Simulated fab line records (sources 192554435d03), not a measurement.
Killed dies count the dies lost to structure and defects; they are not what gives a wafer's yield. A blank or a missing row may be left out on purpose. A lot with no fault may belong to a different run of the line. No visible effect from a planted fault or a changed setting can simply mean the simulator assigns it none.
Chamber matching :: flow n5_finfet :: N5_FIN_CUT_CUT_ETCH_28 on rie_si-06: 4 sister chambers
The step etches Si in HBr/Cl2/O2, target depth 6 nm, time 2.4 s. 16 wafers are shown with their chamber, then 8 later ones without.

WAFERS, EACH WITH ITS CHAMBER
wafer: L075.1
chamber: 3
throttle_valve_pct (%): 37.46
drypump_motor_current_A (A): 5.5
oes_product_au (a.u.): 0.990

wafer: L075.4
chamber: 2
throttle_valve_pct (%): 37.53
drypump_motor_current_A (A): 5.6
oes_product_au (a.u.): 1.024

wafer: L075.5
chamber: 1
throttle_valve_pct (%): 36.87
drypump_motor_current_A (A): 5.6
oes_product_au (a.u.): 1.012

wafer: L078.3
chamber: 1
throttle_valve_pct (%): 36.88
drypump_motor_current_A (A): 5.6
oes_product_au (a.u.): 1.010

wafer: L078.5
chamber: 0
throttle_valve_pct (%): 37.04
drypump_motor_current_A (A): 5.9
oes_product_au (a.u.): 0.995

wafer: L078.6
chamber: 1
throttle_valve_pct (%): 36.88
drypump_motor_current_A (A): 5.6
oes_product_au (a.u.): 1.013

wafer: L080.3
chamber: 3
throttle_valve_pct (%): 37.48
drypump_motor_current_A (A): 5.5
oes_product_au (a.u.): 0.989

wafer: L080.5
chamber: 1
throttle_valve_pct (%): 36.89
drypump_motor_current_A (A): 5.6
oes_product_au (a.u.): 1.023

wafer: L080.6
chamber: 0
throttle_valve_pct (%): 37.03
drypump_motor_current_A (A): 6.0
oes_product_au (a.u.): 0.981

wafer: L083.2
chamber: 2
throttle_valve_pct (%): 37.53
drypump_motor_current_A (A): 5.6
oes_product_au (a.u.): 1.023

wafer: L083.5
chamber: 1
throttle_valve_pct (%): 36.87
drypump_motor_current_A (A): 5.6
oes_product_au (a.u.): 1.010

wafer: L083.6
chamber: 0
throttle_valve_pct (%): 37.05
drypump_motor_current_A (A): 6.0
oes_product_au (a.u.): 0.989

wafer: L084.2
chamber: 3
throttle_valve_pct (%): 37.46
drypump_motor_current_A (A): 5.5
oes_product_au (a.u.): 0.979

wafer: L084.3
chamber: 2
throttle_valve_pct (%): 37.55
drypump_motor_current_A (A): 5.5
oes_product_au (a.u.): 1.020

wafer: L084.6
chamber: 0
throttle_valve_pct (%): 37.05
drypump_motor_current_A (A): 6.0
oes_product_au (a.u.): 0.983

wafer: L087.1
chamber: 3
throttle_valve_pct (%): 37.45
drypump_motor_current_A (A): 5.5
oes_product_au (a.u.): 0.984

SIGNATURES (means of the wafers above)
reading: throttle_valve_pct
chamber 0: 37.0425
chamber 1: 36.8780
chamber 2: 37.5367
chamber 3: 37.4625
scatter within a chamber: 0.0104

reading: drypump_motor_current_A
chamber 0: 5.975
chamber 1: 5.600
chamber 2: 5.567
chamber 3: 5.500
scatter within a chamber: 0.0344

reading: oes_product_au
chamber 0: 0.98700
chamber 1: 1.01360
chamber 2: 1.02233
chamber 3: 0.98550
scatter within a chamber: 0.00519
Rule: a wafer's distance from a chamber is the root of the sum, over the readings, of the square of ((its reading less the chamber's mean) divided by the reading's scatter). The wafer belongs to the nearest chamber; if the next one is less than 2 further off, it can't be placed. How the scatter is found: for the shown wafers, subtract from each reading the mean of its chamber, square and add these, divide the total by (wafers less chambers), then take the root.

WAFERS MISSING THEIR CHAMBER
wafer: L087.3
throttle_valve_pct (%): 37.04
drypump_motor_current_A (A): 5.9
oes_product_au (a.u.): 0.987

wafer: L087.5
throttle_valve_pct (%): 36.86
drypump_motor_current_A (A): 5.6
oes_product_au (a.u.): 1.009

wafer: L093.1
throttle_valve_pct (%): 36.86
drypump_motor_current_A (A): 5.6
oes_product_au (a.u.): 1.010

wafer: L093.3
throttle_valve_pct (%): 37.47
drypump_motor_current_A (A): 5.5
oes_product_au (a.u.): 0.986

wafer: L093.6
throttle_valve_pct (%): 37.47
drypump_motor_current_A (A): 5.5
oes_product_au (a.u.): 0.986

wafer: L094.2
throttle_valve_pct (%): 37.48
drypump_motor_current_A (A): 5.5
oes_product_au (a.u.): 0.984

wafer: L094.3
throttle_valve_pct (%): 37.04
drypump_motor_current_A (A): 5.9
oes_product_au (a.u.): 0.994

wafer: L094.5
throttle_valve_pct (%): 37.02
drypump_motor_current_A (A): 5.9
oes_product_au (a.u.): 0.992

WHICH CHAMBER EACH WENT THROUGH
wafer: L087.3
from the rows above: 0
in truth: 0

wafer: L087.5
from the rows above: 1
in truth: 1

wafer: L093.1
from the rows above: 1
in truth: 1

wafer: L093.3
from the rows above: 3
in truth: 3

wafer: L093.6
from the rows above: 3
in truth: 3

wafer: L094.2
from the rows above: 3
in truth: 3

wafer: L094.3
from the rows above: 0
in truth: 0

wafer: L094.5
from the rows above: 0
in truth: 0
Correct placement for 8 of the 8. From these rows, 0 cannot be placed. Number placed wrongly: 0.
